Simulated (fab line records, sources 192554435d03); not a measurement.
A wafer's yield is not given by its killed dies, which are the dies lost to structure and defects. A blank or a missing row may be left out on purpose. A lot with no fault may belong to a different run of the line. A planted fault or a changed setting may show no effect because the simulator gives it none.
A lot that was struck, set against a sound lot :: flow n5-finfet :: 16 steps out of a route of 1938
Sound: these wafers, L262.1, L262.4, L262.6. Struck: wafer L279.4 (L279.1, L279.3, from the same lot, were not struck and are left out); the cause is given at the end.
Per side, at each step with rows, come the tool, then ch with its chambers, and then its first start. Under that, the readings that differ: sound wafers :: struck wafers :: difference of the means :: sigmas: that difference in standard deviations of wafers without a fault.
alike: words and numbers the same on both sides, and readings whose means are apart by under 2 such deviations; not compared: readings that were withheld, readings missing a value for some wafer, numbers with overlapping values and no deviation given by the record, and bounds like >300 which may hide the same value.
The two part at a step that has a row with sigmas, a row that says differs or no value, or rows on one side only. Numbers that have no deviation but don't overlap get no sigmas and don't part them. Lack of a reading on every wafer of one side parts them only where that side has two or more wafers.

first, 8 steps without rows for these wafers: N5_BEOL_M0_SAQP_COAT_72 (time 60 s, resist thk 15 nm); N5_BEOL_M0_SAQP_COAT_87 (time 60 s, resist thk 5 nm); N5_BEOL_M0_SAQP_COAT_34 (resist thk 30 nm); N5_BEOL_M0_SAQP_EBR_36; N5_BEOL_M0_SAQP_SOFTBAKE_35 (time 60 s); N5_BEOL_M0_SAQP_EXPOSE_37 (exposes mask M0 CUT1, target cd 30 nm); N5_BEOL_M0_SAQP_PEB_38 (peb time 60 s); N5_BEOL_M0_SAQP_DEVELOP_39 (develop time 30 s).
N5_BEOL_M0_SAQP_CD_MEAS_40: the cd target is 30 nm.
  sound on cd-sem-02 ch 0, day 5 14:31; struck on cd-sem-01 ch 0, day 10 01:25
  alike: cd-nm
N5_BEOL_M0_SAQP_OVL_MEAS_41:
  sound on overlay-01 ch 0, day 5 14:32; struck on overlay-02 ch 0, day 10 01:27
  alike: M0_CUT1_OVL
N5_BEOL_M0_SAQP_INSPECT_42: inspects for defects (brightfield).
  sound on defect-inspect-01 at day 5 14:36; struck on defect-inspect-01 at day 10 01:30
  alike: raw-defect-count
N5_BEOL_M0_SAQP_DESCUM_45: chemistry O2, time 7 s.
  sound on rie-diel-04 ch 1,2, day 5 14:38; struck on rie-diel-06 ch 2, day 10 01:51
  alike: drypump-motor-current-A, oes-product-au, rf-vpp-V, showerhead-plenum-p-Torr, throttle-valve-pct
  not compared: rf-hours-counter-h
N5_BEOL_M0_SAQP_ETCH_88: etches underlayer in N2/H2, target depth 6.5 nm, time 5.2 s.
  sound on rie-diel-04 ch 1,2, day 5 14:40; struck on rie-diel-06 ch 2, day 10 01:53
reading: etch-rf-on-time-s (s)
sound: 5.22 5.09 5.17
struck: 4.15
difference: -1.01
sigmas: -12

reading: oes-product-au (a.u.)
sound: 0.67 0.67 0.68
struck: 0.88
difference: +0.21
sigmas: +3

reading: rf-fwd-power-W (W)
sound: 813.7 824.8 815.9
struck: 1019.3
difference: +201.2
sigmas: +77

reading: rf-vpp-V (V)
sound: 522.0 525.7 520.7
struck: 489.0
difference: -33.8
sigmas: -15
  alike: drypump-motor-current-A, h2-flow-sccm, showerhead-plenum-p-Torr, throttle-valve-pct
  not compared: rf-hours-counter-h
N5_BEOL_M0_SAQP_ETCH_73: etches SiARC in CF4, target depth 19.5 nm, time 32.5 s.
  sound on rie-diel-04 ch 1,2, day 5 14:41; struck on rie-diel-06 ch 2, day 10 01:54
  alike: drypump-motor-current-A, etch-rf-on-time-s, oes-product-au, rf-fwd-power-W, rf-vpp-V, showerhead-plenum-p-Torr, throttle-valve-pct
  not compared: rf-hours-counter-h
-- here the record skips 3 days between the struck wafers' starts before and after, leaving off in module BEOL_M0_SAQP and picking up in module BEOL_M4 (first step shown: number 1111 of the route) --
N5_BEOL_M4_RC_MEAS_101:
  sound on prober-01 ch 0, day 9 06:19; struck on prober-01 ch 0, day 13 13:19
  alike: DIBL_N, DIBL_P, IOFF_N, IOFF_P, ION_N, ION_P, SS_N, SS_P, VT_N, VT_P
next, for these wafers, 1 step has no rows: N5_PASSIVATION_PROBE_49.

WHERE THEY PART
N5_BEOL_M0_SAQP_ETCH_88 only, going by this record. Later steps at which nothing parts them and some readings are alike: N5_BEOL_M0_SAQP_ETCH_73, N5_BEOL_M4_RC_MEAS_101.

WHY: what the simulator had put in
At N5_BEOL_M0_SAQP_ETCH_88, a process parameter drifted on rie-diel-06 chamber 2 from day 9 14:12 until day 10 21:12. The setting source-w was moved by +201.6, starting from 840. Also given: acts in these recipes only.
